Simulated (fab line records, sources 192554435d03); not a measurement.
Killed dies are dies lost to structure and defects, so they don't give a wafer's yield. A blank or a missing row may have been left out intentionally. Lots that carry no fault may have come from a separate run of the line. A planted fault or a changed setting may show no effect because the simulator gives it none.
Split-lot trial | flow n5-finfet | route with 1938 steps; 7 lots, 21 wafers read

ON THE SPLIT
At N5_ZERO_LAYER_EXPOSE_08 (exposes mask ZERO, defocus 0 nm, target cd 2000 nm), the setting dose-mj was moved away from the recipe's 16.2 on 6 of the 21 wafers read, by -6.4% to -2.8%. For the rest of the wafers, this setting stayed at what the recipe calls for.

FROM THE SPLIT TO THE READING: what the file shows between them, 2 steps
- N5_ZERO_LAYER_DEVELOP_10: develop time 60 s (also split here: develop-time-s)
- N5_ZERO_LAYER_HARDBAKE_23: time 120 s

THE READING
At N5_ZERO_LAYER_CD_MEAS_11: cd-nm in nanometres, against a target cd of 2000 nm. Typical for fault-free wafers on this fab line: 2000.5 nm, with standard deviation 1.7 nm.

wafer  | tool, chamber at the split | dose-mj as run | against the recipe | cd-nm, nm | against lot-mates on the recipe
L074.1 | krf-scanner-01, 0          | 15.74          | -2.8%              | 1996.7    | -2.8
L074.4 | krf-scanner-01, 0          | 16.2           | recipe             | 1999.5    | -
L074.5 | krf-scanner-01, 0          | 15.74          | -2.8%              | 1989.3    | -10.2
L078.3 | krf-scanner-01, 0          | 15.19          | -6.2%              | 1989.7    | -12.3
L078.4 | krf-scanner-01, 0          | 15.19          | -6.2%              | 1990.6    | -11.4
L078.6 | krf-scanner-01, 0          | 16.2           | recipe             | 2002.0    | -
L082.3 | krf-scanner-01, 0          | 15.17          | -6.4%              | 1984.2    | -14.4
L082.4 | krf-scanner-01, 0          | 16.2           | recipe             | 2000.1    | -
L082.5 | krf-scanner-01, 0          | 16.2           | recipe             | 1997.1    | -
L086.2 | krf-scanner-01, 0          | 16.2           | recipe             | 1993.4    | -
L086.4 | krf-scanner-01, 0          | 16.2           | recipe             | 1997.9    | -
L086.5 | krf-scanner-01, 0          | 16.2           | recipe             | 1998.5    | -
L087.4 | krf-scanner-01, 0          | 15.68          | -3.2%              | 1991.7    | -8.8
L087.5 | krf-scanner-01, 0          | 16.2           | recipe             | 2004.2    | -
L087.6 | krf-scanner-01, 0          | 16.2           | recipe             | 1996.8    | -
L093.1 | krf-scanner-01, 0          | 16.2           | recipe             | 2002.9    | -
L093.3 | krf-scanner-01, 0          | 16.2           | recipe             | 2000.8    | -
L093.5 | krf-scanner-01, 0          | 16.2           | recipe             | 2004.2    | -
L095.3 | krf-scanner-01, 0          | 16.2           | recipe             | 1998.3    | -
L095.5 | krf-scanner-01, 0          | 16.2           | recipe             | 2001.0    | -
L095.6 | krf-scanner-01, 0          | 16.2           | recipe             | 1996.7    | -

FIT RESULTS
A straight line over all 21 wafers: cd-nm changes by +1.89 nm for each +1% of dose-mj; r = +0.82; the points scatter about the line by 3.1 nm.
The same after taking each lot's own level away (the mean of its wafers on the recipe; 21 wafers): +2.09 nm for each +1%; r = +0.91; scatter 2.3 nm.
That fit puts the effect of the largest move of dose-mj on the reading at 13 nm.
The span of the lots' own levels, 1996.60 to 2002.63 nm, comes to 3.5 times the standard deviation stated above.
Hence the lot-to-lot level has little effect on the slope; both slopes agree.
Check: for one of the wafers moved furthest among these (-6.4%), held out of the fit, the line's prediction against its lot-mates is -13 nm. Against them it came out at -14.4 nm.

THESE WAFERS: OTHER SPLITS
Other splits were also applied to these wafers ahead of the reading. Each is held against what the fit with the lots' levels taken away leaves over:
other split on the same wafers          | wafers away from the commonest value | r with cd-nm (lot level and that fit taken away)
N5_ZERO_LAYER_PECVD_02 time-s           | 8                                    | -0.02
N5_ZERO_LAYER_DEVELOP_10 develop-time-s | 5                                    | +0.20

THE WHOLE CHAIN: every reading that the file lists as answering this split, in the file's order
step                     | what it does             | reading                                                           | change (the file's fit)              | r (the file's)
N5_ZERO_LAYER_CD_MEAS_11 | target cd 2000 nm        | cd-nm                                                             | +2.17 nm for each +1% of the setting | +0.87
N5_ZERO_LAYER_DESCUM_16  | chemistry O2, time 7.9 s | ZERO_LAYER.cd-nm (the simulator's own value, which no gauge read) | +2.12 nm for each +1% of the setting | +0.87

FILE'S OWN FIT
cd-nm changes by +2.17 nm for each +1% of dose-mj, r = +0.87.
